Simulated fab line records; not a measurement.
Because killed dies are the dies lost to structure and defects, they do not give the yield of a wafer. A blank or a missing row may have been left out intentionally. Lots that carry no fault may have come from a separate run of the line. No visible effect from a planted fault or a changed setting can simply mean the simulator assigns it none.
Split-lot experiment	flow n5_finfet	on a route of 1938 steps: 7 lots, 21 wafers read

SPLIT DETAILS
At N5_HKMG_FIN_COAT_43 (resist thk 90 nm), the setting spin_rpm was moved away from the recipe's 1500 rpm on 8 of the 21 wafers read, by -6.4% to +10.3%. This setting was run at the recipe's value on the other wafers.

FROM THE SPLIT TO THE READING: what the file shows between them, 4 steps
- N5_HKMG_FIN_EBR_45
- N5_HKMG_FIN_SOFTBAKE_44: time 60 s
- N5_HKMG_FIN_EXPOSE_46: exposes mask NDIPOLE
- N5_HKMG_FIN_PEB_47: peb time 60 s

THE READING
CAR-ArF_of_HKMG_FIN_COAT_43.thk_nm (the simulator's own value, which no gauge read), in nm, at N5_HKMG_FIN_DEVELOP_48 (develop time 30 s). No usual value for it is given in the file. Average 88.4 nm, standard deviation 0.33 nm, over the 13 wafers here run with the recipe.

wafer	tool, chamber at the split	spin_rpm as run, rpm	against the recipe	CAR-ArF_of_HKMG_FIN_COAT_43.thk_nm, nm	against lot-mates on the recipe
L075.1	litho_track-03, 0	1404	-6.4%	91.6	+3.0
L075.2	litho_track-03, 0	1500	recipe	88.6	-
L075.3	litho_track-03, 0	1500	recipe	88.6	-
L076.1	litho_track-03, 0	1643	+9.5%	84.8	-3.6
L076.3	litho_track-03, 0	1643	+9.5%	84.4	-4.0
L076.6	litho_track-03, 0	1500	recipe	88.4	-
L080.1	litho_track-04, 0	1500	recipe	88.6	-
L080.2	litho_track-04, 0	1500	recipe	88.6	-
L080.4	litho_track-04, 0	1500	recipe	88.4	-
L082.1	litho_track-02, 0	1654	+10.3%	83.2	-4.4
L082.3	litho_track-02, 0	1654	+10.3%	83.4	-4.2
L082.5	litho_track-02, 0	1500	recipe	87.6	-
L088.3	litho_track-02, 0	1641	+9.4%	84.2	-4.0
L088.4	litho_track-02, 0	1641	+9.4%	84.4	-3.8
L088.6	litho_track-02, 0	1500	recipe	88.2	-
L094.2	litho_track-04, 0	1500	recipe	88	-
L094.4	litho_track-04, 0	1500	recipe	88.4	-
L094.6	litho_track-04, 0	1500	recipe	88.2	-
L096.2	litho_track-04, 0	1500	recipe	88.6	-
L096.4	litho_track-04, 0	1570	+4.7%	86.8	-2.0
L096.6	litho_track-04, 0	1500	recipe	89	-

FIT RESULTS
A straight line over all 21 wafers: CAR-ArF_of_HKMG_FIN_COAT_43.thk_nm changes by -0.452 nm for each +1% of spin_rpm; r = -0.99; the points scatter about the line by 0.39 nm.
The same after taking each lot's own level away (the mean of its wafers on the recipe; 21 wafers): -0.419 nm for each +1%; r = -1.00; scatter 0.16 nm.
Per that fit: largest spin_rpm move, reading shift of 4.3 nm.
Across the lots, their own levels run from 87.60 to 88.80 nm, a range of 3.6 times the standard deviation given above.
So the lot-to-lot level changes the slope little: the two slopes agree.
Check: for one of the wafers moved furthest among these (+10.3%), held out of the fit, the line's prediction against its lot-mates is -4.24 nm. Against them it came out at -4.4 nm.

THE OTHER SPLITS THESE WAFERS WENT THROUGH
These wafers also went through other splits before the reading. Each is held against what the fit with the lots' levels taken away leaves over:
other split on the same wafers	wafers away from the commonest value	r with CAR-ArF_of_HKMG_FIN_COAT_43.thk_nm (lot level and that fit taken away)
N5_WELL_APT_COAT_02 spin_rpm	6	+0.05
N5_WELL_APT_PEB_23 peb_temp_c	5	+0.15
N5_WELL_APT_DESCUM_30 time_s	8	+0.00
N5_FIN_SAQP_EXPOSE_13 dose_mj	10	-0.19
N5_DUMMY_GATE_ETCH_31 target_depth_a	7	-0.06
N5_SD_EPI_P_EXPOSE_06 dose_mj	6	+0.09
N5_SD_EPI_P_PEB_07 peb_time_s	9	+0.01
N5_HKMG_FIN_HK_ALD_01 ald_cycles	3	+0.47

THE WHOLE CHAIN: every reading that the file lists as answering this split, in the file's order
step	what it does	reading	change (the file's fit)	r (the file's)
N5_HKMG_FIN_COAT_43	resist thk 90 nm	CAR-ArF_of_HKMG_FIN_COAT_43.thk_nm (the simulator's own value, which no gauge read)	-0.428 nm for each +1% of the setting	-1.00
N5_HKMG_FIN_DEVELOP_48	develop time 30 s	CAR-ArF_of_HKMG_FIN_COAT_43.thk_nm (the simulator's own value, which no gauge read)	-0.419 nm for each +1% of the setting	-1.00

FILE'S OWN FIT
CAR-ArF_of_HKMG_FIN_COAT_43.thk_nm changes by -0.419 nm for each +1% of spin_rpm, r = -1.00.
